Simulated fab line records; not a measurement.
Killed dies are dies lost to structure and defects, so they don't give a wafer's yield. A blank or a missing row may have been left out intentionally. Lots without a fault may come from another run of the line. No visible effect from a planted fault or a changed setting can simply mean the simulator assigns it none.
Which of the tools did it? :: flow nand-harc :: 24 lots, 72 wafers sampled, at 6 steps of a route of 1302

## WHAT THE GAUGES SHOWED, per wafer
NHARC_A_CONTACT_CD_MEAS_15. Usual: cd-nm reads 190.0 nm (standard deviation 0.63).
lot: L074
measured: day 22 07:26
on: cd-sem-01
cd-nm (nm): 190.1 189.0 189.8
flag: 

lot: L075
measured: day 23 02:24
on: cd-sem-01
cd-nm (nm): 190.8 190.3 190.3
flag: 

lot: L077
measured: day 23 06:12
on: cd-sem-03
cd-nm (nm): 188.7 188.7 188.6
flag: 

lot: L076
measured: day 23 07:18
on: cd-sem-03
cd-nm (nm): 189.6 189.7 189.7
flag: 

lot: L078
measured: day 23 18:44
on: cd-sem-03
cd-nm (nm): 190.0 189.5 188.9
flag: 

lot: L079
measured: day 25 05:37
on: cd-sem-03
cd-nm (nm): 190.1 190.2 190.0
flag: 

lot: L080
measured: day 25 06:01
on: cd-sem-01
cd-nm (nm): 190.5 190.2 190.7
flag: 

lot: L081
measured: day 25 11:43
on: cd-sem-01
cd-nm (nm): 190.6 190.2 189.9
flag: 

lot: L082
measured: day 26 10:26
on: cd-sem-02
cd-nm (nm): 189.9 189.7 190.0
flag: 

lot: L083
measured: day 26 16:06
on: cd-sem-03
cd-nm (nm): 190.1 190.3 189.4
flag: 

lot: L084
measured: day 26 17:16
on: cd-sem-02
cd-nm (nm): 188.9 189.4 189.6
flag: 

lot: L086
measured: day 27 11:29
on: cd-sem-03
cd-nm (nm): 189.1 188.7 189.2
flag: 

lot: L085
measured: day 27 21:08
on: cd-sem-03
cd-nm (nm): 191.3 191.0 190.7
flag: 

lot: L088
measured: day 28 07:12
on: cd-sem-02
cd-nm (nm): 189.6 189.8 189.2
flag: 

lot: L087
measured: day 28 11:02
on: cd-sem-02
cd-nm (nm): 190.3 190.1 190.4
flag: 

lot: L089
measured: day 28 14:21
on: cd-sem-02
cd-nm (nm): 190.0 190.1 189.9
flag: 

lot: L090
measured: day 28 16:39
on: cd-sem-01
cd-nm (nm): 190.1 189.9 189.9
flag: 

lot: L093
measured: day 29 15:27
on: cd-sem-03
cd-nm (nm): 189.7 189.2 190.4
flag: 

lot: L091
measured: day 29 17:01
on: cd-sem-02
cd-nm (nm): 190.5 190.4 190.5
flag: 

lot: L092
measured: day 29 23:04
on: cd-sem-02
cd-nm (nm): 190.2 190.0 190.2
flag: 

lot: L094
measured: day 30 19:50
on: cd-sem-02
cd-nm (nm): 191.0 191.1 190.8
flag: 

lot: L095
measured: day 31 09:37
on: cd-sem-03
cd-nm (nm): 189.8 189.8 189.6
flag: 

lot: L096
measured: day 31 12:56
on: cd-sem-03
cd-nm (nm): 190.7 190.8 190.5
flag: 

lot: L097
measured: day 31 16:50
on: cd-sem-03
cd-nm (nm): 190.9 190.7 190.7
flag: 

NHARC_A_BLC_OVL_MEAS_11. Usual: overlay-x-nm 0.1 nm, standard deviation 0.8; overlay-y-nm 0.0 nm, standard deviation 0.69.
lot: L074
measured: day 22 10:28
on: overlay-02
overlay-x-nm (nm): 1.0 0.9 0.9
overlay-y-nm (nm): 0.6 0.7 0.3
flag: 

lot: L075
measured: day 23 05:35
on: overlay-02
overlay-x-nm (nm): 1.4 0.7 1.4
overlay-y-nm (nm): -0.2 0.9 0.4
flag: 

lot: L077
measured: day 23 09:09
on: overlay-02
overlay-x-nm (nm): 0.3 0.1 -0.3
overlay-y-nm (nm): -0.1 0.2 0.2
flag: 

lot: L076
measured: day 23 10:16
on: overlay-01
overlay-x-nm (nm): 0.0 -0.1 -0.3
overlay-y-nm (nm): 0.4 0.1 -0.1
flag: 

lot: L078
measured: day 23 21:55
on: overlay-02
overlay-x-nm (nm): 0.0 -0.3 -0.3
overlay-y-nm (nm): -0.3 0.0 -0.4
flag: 

lot: L079
measured: day 25 08:31
on: overlay-02
overlay-x-nm (nm): 1.6 1.1 1.2
overlay-y-nm (nm): -1.6 -1.6 -1.2
flag: 

lot: L080
measured: day 25 09:10
on: overlay-01
overlay-x-nm (nm): -0.5 0.0 0.0
overlay-y-nm (nm): -0.6 -0.5 -0.4
flag: 

lot: L081
measured: day 25 14:43
on: overlay-02
overlay-x-nm (nm): -0.4 -0.4 -0.2
overlay-y-nm (nm): 0.6 0.1 -0.2
flag: 

lot: L082
measured: day 26 13:20
on: overlay-02
overlay-x-nm (nm): 1.3 1.5 1.0
overlay-y-nm (nm): -0.6 -1.1 0.3
flag: 

lot: L083
measured: day 26 19:14
on: overlay-02
overlay-x-nm (nm): -0.3 -0.6 -0.8
overlay-y-nm (nm): 0.3 0.1 0.9
flag: 

lot: L084
measured: day 26 20:17
on: overlay-01
overlay-x-nm (nm): -1.3 -1.2 -0.7
overlay-y-nm (nm): -0.2 -0.5 0.3
flag: 

lot: L086
measured: day 27 14:33
on: overlay-01
overlay-x-nm (nm): -0.4 0.3 0.1
overlay-y-nm (nm): -0.8 -0.2 -1.0
flag: 

lot: L085
measured: day 28 00:49
on: overlay-01
overlay-x-nm (nm): -0.1 -0.2 0.4
overlay-y-nm (nm): 2.0 0.9 1.8
flag: 

lot: L088
measured: day 28 10:08
on: overlay-01
overlay-x-nm (nm): -1.2 -0.5 -0.4
overlay-y-nm (nm): 0.3 0.0 0.4
flag: 

lot: L087
measured: day 28 13:55
on: overlay-02
overlay-x-nm (nm): -0.2 0.0 0.0
overlay-y-nm (nm): 0.1 0.3 0.4
flag: 

lot: L089
measured: day 28 17:15
on: overlay-02
overlay-x-nm (nm): 0.1 -0.3 -0.2
overlay-y-nm (nm): 1.1 0.8 -0.2
flag: 

lot: L090
measured: day 28 19:40
on: overlay-02
overlay-x-nm (nm): 1.0 1.0 1.2
overlay-y-nm (nm): 0.3 0.1 0.4
flag: 

lot: L093
measured: day 29 18:29
on: overlay-02
overlay-x-nm (nm): 2.0 1.9 1.8
overlay-y-nm (nm): 0.9 1.1 0.9
flag: 

lot: L091
measured: day 29 20:04
on: overlay-01
overlay-x-nm (nm): -0.6 -0.4 -0.4
overlay-y-nm (nm): -1.2 -0.4 -0.4
flag: 

lot: L092
measured: day 30 02:11
on: overlay-02
overlay-x-nm (nm): -0.5 -0.4 -0.6
overlay-y-nm (nm): 0.1 0.0 0.4
flag: 

lot: L094
measured: day 30 22:50
on: overlay-01
overlay-x-nm (nm): 0.5 0.0 0.2
overlay-y-nm (nm): -0.4 -0.2 -0.3
flag: 

lot: L095
measured: day 31 12:42
on: overlay-01
overlay-x-nm (nm): -0.9 -0.4 -0.6
overlay-y-nm (nm): -0.1 -0.7 -0.5
flag: 

lot: L096
measured: day 31 16:03
on: overlay-01
overlay-x-nm (nm): -0.9 -0.5 0.0
overlay-y-nm (nm): 0.6 0.7 0.7
flag: 

lot: L097
measured: day 31 19:50
on: overlay-01
overlay-x-nm (nm): 0.1 0.6 0.1
overlay-y-nm (nm): -1.2 -0.8 -1.0
flag: 

## EACH LOT AND THE TOOL THAT RAN IT (in order: tool; ch and the chambers of the sampled wafers; start)
lot: L074
NHARC_A_CONTACT_ETCH_128: har-cap-etch-02 ch 1, day 21 22:47
NHARC_A_CONTACT_DEP_85: pecvd-02 ch 0,1,2, day 22 03:21
NHARC_A_CONTACT_ETCH_139: har-cap-etch-03 ch 0,1, day 22 06:40
NHARC_A_CONTACT_STRIP_26: rie-diel-03 ch 2,3, day 22 10:28 or earlier

lot: L075
NHARC_A_CONTACT_ETCH_128: har-cap-etch-03 ch 0,1, day 22 16:14
NHARC_A_CONTACT_DEP_85: pecvd-02 ch 0,1, day 22 22:07
NHARC_A_CONTACT_ETCH_139: har-cap-etch-01 ch 0,1, day 23 01:43
NHARC_A_CONTACT_STRIP_26: rie-diel-03 ch 1,2, day 23 05:35 or earlier

lot: L077
NHARC_A_CONTACT_ETCH_128: har-cap-etch-01 ch 1, day 22 21:23
NHARC_A_CONTACT_DEP_85: pecvd-03 ch 1,2, day 23 01:58
NHARC_A_CONTACT_ETCH_139: har-cap-etch-02 ch 0,1, day 23 05:28
NHARC_A_CONTACT_STRIP_26: rie-diel-03 ch 1,3, day 23 09:09 or earlier

lot: L076
NHARC_A_CONTACT_ETCH_128: har-cap-etch-02 ch 0,1, day 22 22:34
NHARC_A_CONTACT_DEP_85: pecvd-02 ch 0,1, day 23 03:06
NHARC_A_CONTACT_ETCH_139: har-cap-etch-03 ch 0,1, day 23 06:34
NHARC_A_CONTACT_STRIP_26: rie-diel-03 ch 1,3, day 23 10:16 or earlier

lot: L078
NHARC_A_CONTACT_ETCH_128: har-cap-etch-01 ch 0,1, day 23 09:44
NHARC_A_CONTACT_DEP_85: pecvd-03 ch 0,1,2, day 23 14:40
NHARC_A_CONTACT_ETCH_139: har-cap-etch-02 ch 0,1, day 23 18:01
NHARC_A_CONTACT_STRIP_26: rie-diel-03 ch 0,1,3, day 23 21:55 or earlier

lot: L079
NHARC_A_CONTACT_ETCH_128: har-cap-etch-03 ch 0,1, day 24 19:32
NHARC_A_CONTACT_DEP_85: pecvd-01 ch 0,2, day 25 00:40
NHARC_A_CONTACT_ETCH_139: har-cap-etch-03 ch 0,1, day 25 04:43
NHARC_A_CONTACT_STRIP_26: rie-diel-05 ch 0,2,3, day 25 08:31 or earlier

lot: L080
NHARC_A_CONTACT_ETCH_128: har-cap-etch-01 ch 0,1, day 24 21:19
NHARC_A_CONTACT_DEP_85: pecvd-02 ch 0,1,2, day 25 01:57
NHARC_A_CONTACT_ETCH_139: har-cap-etch-01 ch 0,1, day 25 05:17
NHARC_A_CONTACT_STRIP_26: rie-diel-03 ch 0,2,3, day 25 09:10 or earlier

lot: L081
NHARC_A_CONTACT_ETCH_128: har-cap-etch-02 ch 0,1, day 25 02:17
NHARC_A_CONTACT_DEP_85: pecvd-01 ch 0,1, day 25 06:51
NHARC_A_CONTACT_ETCH_139: har-cap-etch-02 ch 0,1, day 25 10:49
NHARC_A_CONTACT_STRIP_26: rie-diel-03 ch 0,2, day 25 14:43 or earlier

lot: L082
NHARC_A_CONTACT_ETCH_128: har-cap-etch-03 ch 0,1, day 26 01:26
NHARC_A_CONTACT_DEP_85: pecvd-02 ch 0,1,2, day 26 06:30
NHARC_A_CONTACT_ETCH_139: har-cap-etch-03 ch 1, day 26 09:43
NHARC_A_CONTACT_STRIP_26: rie-diel-05 ch 0,3, day 26 13:20 or earlier

lot: L083
NHARC_A_CONTACT_ETCH_128: har-cap-etch-01 ch 0,1, day 26 06:28
NHARC_A_CONTACT_DEP_85: pecvd-01 ch 0,1,2, day 26 12:09
NHARC_A_CONTACT_ETCH_139: har-cap-etch-02 ch 0,1, day 26 15:19
NHARC_A_CONTACT_STRIP_26: rie-diel-03 ch 0,1,2, day 26 19:14 or earlier

lot: L084
NHARC_A_CONTACT_ETCH_128: har-cap-etch-02 ch 0,1, day 26 08:07
NHARC_A_CONTACT_DEP_85: pecvd-03 ch 0,1, day 26 12:45
NHARC_A_CONTACT_ETCH_139: har-cap-etch-03 ch 1, day 26 16:01
NHARC_A_CONTACT_STRIP_26: rie-diel-03 ch 0,1,2, day 26 20:17 or earlier

lot: L086
NHARC_A_CONTACT_ETCH_128: har-cap-etch-01 ch 0,1, day 27 02:32
NHARC_A_CONTACT_DEP_85: pecvd-02 ch 1,2, day 27 07:23
NHARC_A_CONTACT_ETCH_139: har-cap-etch-01 ch 0,1, day 27 10:46
NHARC_A_CONTACT_STRIP_26: rie-diel-13 ch 1,2,3, day 27 14:33 or earlier

lot: L085
NHARC_A_CONTACT_ETCH_128: har-cap-etch-03 ch 0,1, day 27 11:21
NHARC_A_CONTACT_DEP_85: pecvd-02 ch 0,2, day 27 17:10
NHARC_A_CONTACT_ETCH_139: har-cap-etch-03 ch 0,1, day 27 20:22
NHARC_A_CONTACT_STRIP_26: rie-diel-03 ch 0,2,3, day 28 00:49 or earlier

lot: L088
NHARC_A_CONTACT_ETCH_128: har-cap-etch-01 ch 0,1, day 27 20:15
NHARC_A_CONTACT_DEP_85: pecvd-01 ch 1,2, day 28 03:03
NHARC_A_CONTACT_ETCH_139: har-cap-etch-02 ch 0,1, day 28 06:23
NHARC_A_CONTACT_STRIP_26: rie-diel-13 ch 0,2, day 28 10:08 or earlier

lot: L087
NHARC_A_CONTACT_ETCH_128: har-cap-etch-02 ch 0,1, day 27 22:16
NHARC_A_CONTACT_DEP_85: pecvd-01 ch 1,2, day 28 06:46
NHARC_A_CONTACT_ETCH_139: har-cap-etch-03 ch 0,1, day 28 10:16
NHARC_A_CONTACT_STRIP_26: rie-diel-13 ch 0,3, day 28 13:55 or earlier

lot: L089
NHARC_A_CONTACT_ETCH_128: har-cap-etch-03 ch 0,1, day 28 03:47
NHARC_A_CONTACT_DEP_85: pecvd-01 ch 0,2, day 28 10:16
NHARC_A_CONTACT_ETCH_139: har-cap-etch-01 ch 0,1, day 28 13:34
NHARC_A_CONTACT_STRIP_26: rie-diel-13 ch 1,2,3, day 28 17:15 or earlier

lot: L090
NHARC_A_CONTACT_ETCH_128: har-cap-etch-01 ch 0,1, day 28 05:02
NHARC_A_CONTACT_DEP_85: pecvd-01 ch 0,2, day 28 11:59
NHARC_A_CONTACT_ETCH_139: har-cap-etch-03 ch 0,1, day 28 15:58
NHARC_A_CONTACT_STRIP_26: rie-diel-03 ch 1,2, day 28 19:40 or earlier

lot: L093
NHARC_A_CONTACT_ETCH_128: har-cap-etch-02 ch 0,1, day 29 06:16
NHARC_A_CONTACT_DEP_85: pecvd-03 ch 0,1, day 29 10:52
NHARC_A_CONTACT_ETCH_139: har-cap-etch-03 ch 0,1, day 29 14:38
NHARC_A_CONTACT_STRIP_26: rie-diel-03 ch 2,3, day 29 18:29 or earlier

lot: L091
NHARC_A_CONTACT_ETCH_128: har-cap-etch-01 ch 0,1, day 29 07:38
NHARC_A_CONTACT_DEP_85: pecvd-03 ch 0,2, day 29 12:55
NHARC_A_CONTACT_ETCH_139: har-cap-etch-01 ch 0,1, day 29 16:17
NHARC_A_CONTACT_STRIP_26: rie-diel-13 ch 0,2,3, day 29 20:04 or earlier

lot: L092
NHARC_A_CONTACT_ETCH_128: har-cap-etch-02 ch 0,1, day 29 14:28
NHARC_A_CONTACT_DEP_85: pecvd-02 ch 0,2, day 29 19:05
NHARC_A_CONTACT_ETCH_139: har-cap-etch-02 ch 0,1, day 29 22:19
NHARC_A_CONTACT_STRIP_26: rie-diel-03 ch 0,2,3, day 30 02:11 or earlier

lot: L094
NHARC_A_CONTACT_ETCH_128: har-cap-etch-01 ch 0,1, day 30 06:53
NHARC_A_CONTACT_DEP_85: pecvd-01 ch 0,2, day 30 15:22
NHARC_A_CONTACT_ETCH_139: har-cap-etch-01 ch 0,1, day 30 19:08
NHARC_A_CONTACT_STRIP_26: rie-diel-13 ch 1,3, day 30 22:50 or earlier

lot: L095
NHARC_A_CONTACT_ETCH_128: har-cap-etch-02 ch 0,1, day 30 22:36
NHARC_A_CONTACT_DEP_85: pecvd-02 ch 1,2, day 31 04:46
NHARC_A_CONTACT_ETCH_139: har-cap-etch-02 ch 0,1, day 31 08:22
NHARC_A_CONTACT_STRIP_26: rie-diel-05 ch 1,3, day 31 12:42 or earlier

lot: L096
NHARC_A_CONTACT_ETCH_128: har-cap-etch-01 ch 0,1, day 31 03:28
NHARC_A_CONTACT_DEP_85: pecvd-01 ch 1,2, day 31 08:37
NHARC_A_CONTACT_ETCH_139: har-cap-etch-01 ch 0,1, day 31 12:15
NHARC_A_CONTACT_STRIP_26: rie-diel-03 ch 0,2, day 31 16:03 or earlier

lot: L097
NHARC_A_CONTACT_ETCH_128: har-cap-etch-03 ch 0,1, day 31 06:51
NHARC_A_CONTACT_DEP_85: pecvd-02 ch 0,1,2, day 31 12:53
NHARC_A_CONTACT_ETCH_139: har-cap-etch-03 ch 0,1, day 31 16:05
NHARC_A_CONTACT_STRIP_26: rie-diel-03 ch 0,2, day 31 19:50 or earlier
- NHARC_A_CONTACT_ETCH_128: etches the open film in C4F8/O2/Ar, time 197 s, target depth 1918 nm.
- NHARC_A_CONTACT_DEP_85: deposits SiON, target thk 60 nm.
- NHARC_A_CONTACT_ETCH_139: etches the open film in C4F8/O2/Ar, time 195 s, target depth 840 nm.
- NHARC_A_CONTACT_STRIP_26: strips in O2.

## WHAT THE TOOLS THEMSELVES READ (means of the sampled wafers that have a number; where no wafer has one, the mark that the record gives instead)
NHARC_A_CONTACT_ETCH_128. Usual: oes-air-line-au reads 1.008 a.u. (standard deviation 0.02).
lot: L074
tool: har-cap-etch-02
oes-air-line-au (a.u.): 0.988
flag: 

lot: L075
tool: har-cap-etch-03
oes-air-line-au (a.u.): 0.985
flag: 

lot: L077
tool: har-cap-etch-01
oes-air-line-au (a.u.): 1.014
flag: 

lot: L076
tool: har-cap-etch-02
oes-air-line-au (a.u.): 1.005
flag: 

lot: L078
tool: har-cap-etch-01
oes-air-line-au (a.u.): 1.005
flag: 

lot: L079
tool: har-cap-etch-03
oes-air-line-au (a.u.): 1.016
flag: 

lot: L080
tool: har-cap-etch-01
oes-air-line-au (a.u.): 1.028
flag: 

lot: L081
tool: har-cap-etch-02
oes-air-line-au (a.u.): 0.995
flag: 

lot: L082
tool: har-cap-etch-03
oes-air-line-au (a.u.): 1.029
flag: 

lot: L083
tool: har-cap-etch-01
oes-air-line-au (a.u.): 1.011
flag: 

lot: L084
tool: har-cap-etch-02
oes-air-line-au (a.u.): 1.013
flag: 

lot: L086
tool: har-cap-etch-01
oes-air-line-au (a.u.): 1.006
flag: 

lot: L085
tool: har-cap-etch-03
oes-air-line-au (a.u.): 1.003
flag: 

lot: L088
tool: har-cap-etch-01
oes-air-line-au (a.u.): 1.011
flag: 

lot: L087
tool: har-cap-etch-02
oes-air-line-au (a.u.): 1.005
flag: 

lot: L089
tool: har-cap-etch-03
oes-air-line-au (a.u.): 1.024
flag: 

lot: L090
tool: har-cap-etch-01
oes-air-line-au (a.u.): 1.015
flag: 

lot: L093
tool: har-cap-etch-02
oes-air-line-au (a.u.): 1.007
flag: 

lot: L091
tool: har-cap-etch-01
oes-air-line-au (a.u.): 0.986
flag: 

lot: L092
tool: har-cap-etch-02
oes-air-line-au (a.u.): 1.018
flag: 

lot: L094
tool: har-cap-etch-01
oes-air-line-au (a.u.): 1.011
flag: 

lot: L095
tool: har-cap-etch-02
oes-air-line-au (a.u.): 1.040
flag: 

lot: L096
tool: har-cap-etch-01
oes-air-line-au (a.u.): 1.027
flag: 

lot: L097
tool: har-cap-etch-03
oes-air-line-au (a.u.): 0.992
flag: 

NHARC_A_CONTACT_DEP_85. Usual: heater-power-w reads 752 W (standard deviation 93).
lot: L074
tool: pecvd-02
heater-power-w (W): 792
flag: 

lot: L075
tool: pecvd-02
heater-power-w (W): 654
flag: 

lot: L077
tool: pecvd-03
heater-power-w (W): 663
flag: 

lot: L076
tool: pecvd-02
heater-power-w (W): 741
flag: 

lot: L078
tool: pecvd-03
heater-power-w (W): 698
flag: 

lot: L079
tool: pecvd-01
heater-power-w (W): 700
flag: 

lot: L080
tool: pecvd-02
heater-power-w (W): 774
flag: 

lot: L081
tool: pecvd-01
heater-power-w (W): 674
flag: 

lot: L082
tool: pecvd-02
heater-power-w (W): 818
flag: 

lot: L083
tool: pecvd-01
heater-power-w (W): 752
flag: 

lot: L084
tool: pecvd-03
heater-power-w (W): 664
flag: 

lot: L086
tool: pecvd-02
heater-power-w (W): 860
flag: 

lot: L085
tool: pecvd-02
heater-power-w (W): 815
flag: 

lot: L088
tool: pecvd-01
heater-power-w (W): 828
flag: 

lot: L087
tool: pecvd-01
heater-power-w (W): 809
flag: 

lot: L089
tool: pecvd-01
heater-power-w (W): 807
flag: 

lot: L090
tool: pecvd-01
heater-power-w (W): 835
flag: 

lot: L093
tool: pecvd-03
heater-power-w (W): 759
flag: 

lot: L091
tool: pecvd-03
heater-power-w (W): 677
flag: 

lot: L092
tool: pecvd-02
heater-power-w (W): 824
flag: 

lot: L094
tool: pecvd-01
heater-power-w (W): 820
flag: 

lot: L095
tool: pecvd-02
heater-power-w (W): 818
flag: 

lot: L096
tool: pecvd-01
heater-power-w (W): 816
flag: 

lot: L097
tool: pecvd-02
heater-power-w (W): 785
flag: 

NHARC_A_CONTACT_ETCH_139. Usual: oes-air-line-au reads 1.001 a.u. (standard deviation 0.021).
lot: L074
tool: har-cap-etch-03
oes-air-line-au (a.u.): 1.016
flag: 

lot: L075
tool: har-cap-etch-01
oes-air-line-au (a.u.): 0.997
flag: 

lot: L077
tool: har-cap-etch-02
oes-air-line-au (a.u.): 1.002
flag: 

lot: L076
tool: har-cap-etch-03
oes-air-line-au (a.u.): 0.993
flag: 

lot: L078
tool: har-cap-etch-02
oes-air-line-au (a.u.): 0.989
flag: 

lot: L079
tool: har-cap-etch-03
oes-air-line-au (a.u.): 1.027
flag: 

lot: L080
tool: har-cap-etch-01
oes-air-line-au (a.u.): 1.005
flag: 

lot: L081
tool: har-cap-etch-02
oes-air-line-au (a.u.): 0.983
flag: 

lot: L082
tool: har-cap-etch-03
oes-air-line-au (a.u.): 1.016
flag: 

lot: L083
tool: har-cap-etch-02
oes-air-line-au (a.u.): 1.015
flag: 

lot: L084
tool: har-cap-etch-03
oes-air-line-au (a.u.): 0.999
flag: 

lot: L086
tool: har-cap-etch-01
oes-air-line-au (a.u.): 1.018
flag: 

lot: L085
tool: har-cap-etch-03
oes-air-line-au (a.u.): 0.994
flag: 

lot: L088
tool: har-cap-etch-02
oes-air-line-au (a.u.): 1.012
flag: 

lot: L087
tool: har-cap-etch-03
oes-air-line-au (a.u.): 0.982
flag: 

lot: L089
tool: har-cap-etch-01
oes-air-line-au (a.u.): 0.987
flag: 

lot: L090
tool: har-cap-etch-03
oes-air-line-au (a.u.): 1.005
flag: 

lot: L093
tool: har-cap-etch-03
oes-air-line-au (a.u.): 1.003
flag: 

lot: L091
tool: har-cap-etch-01
oes-air-line-au (a.u.): 0.984
flag: 

lot: L092
tool: har-cap-etch-02
oes-air-line-au (a.u.): 0.990
flag: 

lot: L094
tool: har-cap-etch-01
oes-air-line-au (a.u.): 0.973
flag: 

lot: L095
tool: har-cap-etch-02
oes-air-line-au (a.u.): 1.007
flag: 

lot: L096
tool: har-cap-etch-01
oes-air-line-au (a.u.): 1.010
flag: 

lot: L097
tool: har-cap-etch-03
oes-air-line-au (a.u.): 1.017
flag: 

NHARC_A_CONTACT_STRIP_26. Usual: drypump-motor-current-A 5.7 A, standard deviation 0.44; oes-product-au 1.000 a.u., standard deviation 0.0078; rf-vpp-V 57.6 V, standard deviation 0.88; showerhead-plenum-p-Torr 3.49 Torr, standard deviation 0.15; throttle-valve-pct 17.037 %, standard deviation 0.0099.
lot: L074
tool: rie-diel-03
drypump-motor-current-A (A): 6.2
oes-product-au (a.u.): 1.002
rf-vpp-V (V): 57.6
showerhead-plenum-p-Torr (Torr): 3.49
throttle-valve-pct (%): 17.033
flag: 

lot: L075
tool: rie-diel-03
drypump-motor-current-A (A): 5.7
oes-product-au (a.u.): 1.008
rf-vpp-V (V): 57.3
showerhead-plenum-p-Torr (Torr): 3.63
throttle-valve-pct (%): 17.039
flag: 

lot: L077
tool: rie-diel-03
drypump-motor-current-A (A): 5.7
oes-product-au (a.u.): 0.997
rf-vpp-V (V): 57.5
showerhead-plenum-p-Torr (Torr): 3.49
throttle-valve-pct (%): 17.030
flag: 

lot: L076
tool: rie-diel-03
drypump-motor-current-A (A): 5.7
oes-product-au (a.u.): 1.001
rf-vpp-V (V): 57.7
showerhead-plenum-p-Torr (Torr): 3.49
throttle-valve-pct (%): 17.039
flag: 

lot: L078
tool: rie-diel-03
drypump-motor-current-A (A): 5.5
oes-product-au (a.u.): 0.994
rf-vpp-V (V): 56.8
showerhead-plenum-p-Torr (Torr): 3.45
throttle-valve-pct (%): 17.032
flag: 

lot: L079
tool: rie-diel-05
drypump-motor-current-A (A): 5.3
oes-product-au (a.u.): 0.998
rf-vpp-V (V): 58.4
showerhead-plenum-p-Torr (Torr): 3.44
throttle-valve-pct (%): 17.042
flag: 

lot: L080
tool: rie-diel-03
drypump-motor-current-A (A): 5.8
oes-product-au (a.u.): 0.998
rf-vpp-V (V): 57.7
showerhead-plenum-p-Torr (Torr): 3.40
throttle-valve-pct (%): 17.038
flag: 

lot: L081
tool: rie-diel-03
drypump-motor-current-A (A): 5.6
oes-product-au (a.u.): 1.001
rf-vpp-V (V): 57.4
showerhead-plenum-p-Torr (Torr): 3.36
throttle-valve-pct (%): 17.028
flag: 

lot: L082
tool: rie-diel-05
drypump-motor-current-A (A): 5.3
oes-product-au (a.u.): 1.002
rf-vpp-V (V): 57.5
showerhead-plenum-p-Torr (Torr): 3.46
throttle-valve-pct (%): 17.039
flag: 

lot: L083
tool: rie-diel-03
drypump-motor-current-A (A): 5.7
oes-product-au (a.u.): 1.010
rf-vpp-V (V): 57.8
showerhead-plenum-p-Torr (Torr): 3.49
throttle-valve-pct (%): 17.039
flag: 

lot: L084
tool: rie-diel-03
drypump-motor-current-A (A): 5.7
oes-product-au (a.u.): 1.007
rf-vpp-V (V): 57.0
showerhead-plenum-p-Torr (Torr): 3.49
throttle-valve-pct (%): 17.036
flag: 

lot: L086
tool: rie-diel-13
drypump-motor-current-A (A): 5.2
oes-product-au (a.u.): 0.987
rf-vpp-V (V): 58.5
showerhead-plenum-p-Torr (Torr): 3.48
throttle-valve-pct (%): 17.035
flag: 

lot: L085
tool: rie-diel-03
drypump-motor-current-A (A): 5.8
oes-product-au (a.u.): 1.008
rf-vpp-V (V): 58.0
showerhead-plenum-p-Torr (Torr): 3.58
throttle-valve-pct (%): 17.041
flag: 

lot: L088
tool: rie-diel-13
drypump-motor-current-A (A): 5.6
oes-product-au (a.u.): 0.985
rf-vpp-V (V): 57.0
showerhead-plenum-p-Torr (Torr): 3.40
throttle-valve-pct (%): 17.033
flag: 

lot: L087
tool: rie-diel-13
drypump-motor-current-A (A): 5.6
oes-product-au (a.u.): 0.995
rf-vpp-V (V): 57.5
showerhead-plenum-p-Torr (Torr): 3.36
throttle-valve-pct (%): 17.024
flag: 

lot: L089
tool: rie-diel-13
drypump-motor-current-A (A): 5.3
oes-product-au (a.u.): 0.993
rf-vpp-V (V): 57.6
showerhead-plenum-p-Torr (Torr): 3.48
throttle-valve-pct (%): 17.041
flag: 

lot: L090
tool: rie-diel-03
drypump-motor-current-A (A): 5.7
oes-product-au (a.u.): 1.002
rf-vpp-V (V): 57.9
showerhead-plenum-p-Torr (Torr): 3.62
throttle-valve-pct (%): 17.034
flag: 

lot: L093
tool: rie-diel-03
drypump-motor-current-A (A): 6.0
oes-product-au (a.u.): 1.008
rf-vpp-V (V): 58.0
showerhead-plenum-p-Torr (Torr): 3.44
throttle-valve-pct (%): 17.044
flag: 

lot: L091
tool: rie-diel-13
drypump-motor-current-A (A): 5.6
oes-product-au (a.u.): 0.998
rf-vpp-V (V): 58.3
showerhead-plenum-p-Torr (Torr): 3.37
throttle-valve-pct (%): 17.038
flag: 

lot: L092
tool: rie-diel-03
drypump-motor-current-A (A): 5.8
oes-product-au (a.u.): 0.995
rf-vpp-V (V): 57.5
showerhead-plenum-p-Torr (Torr): 3.57
throttle-valve-pct (%): 17.039
flag: 

lot: L094
tool: rie-diel-13
drypump-motor-current-A (A): 5.3
oes-product-au (a.u.): 0.996
rf-vpp-V (V): 56.9
showerhead-plenum-p-Torr (Torr): 3.45
throttle-valve-pct (%): 17.032
flag: 

lot: L095
tool: rie-diel-05
drypump-motor-current-A (A): 5.3
oes-product-au (a.u.): 1.000
rf-vpp-V (V): 58.1
showerhead-plenum-p-Torr (Torr): 3.42
throttle-valve-pct (%): 17.033
flag: 

lot: L096
tool: rie-diel-03
drypump-motor-current-A (A): 5.6
oes-product-au (a.u.): 0.999
rf-vpp-V (V): 58.2
showerhead-plenum-p-Torr (Torr): 3.71
throttle-valve-pct (%): 17.042
flag: 

lot: L097
tool: rie-diel-03
drypump-motor-current-A (A): 5.6
oes-product-au (a.u.): 0.990
rf-vpp-V (V): 57.9
showerhead-plenum-p-Torr (Torr): 3.71
throttle-valve-pct (%): 17.039
flag: 

## THE ANSWER, worked out from the rows above alone
Rule: a lot is off if the mean of its wafers that have a number lies more than 3 standard deviations from the usual mean. A lot without any number at a reading at which 4 lots or more have one is off too. All remaining lots with rows at the step are treated as sound. After the gauges, taken in route order, come the tools' own readings; for these a lot's mean is taken, as printed above. At the first step where some lot is off, the reading lying furthest off is the one used; lots without a number count as furthest.
None of the lots is off at any reading shown; this tells nothing.

## WHAT HAD BEEN PUT IN BY THE SIMULATOR
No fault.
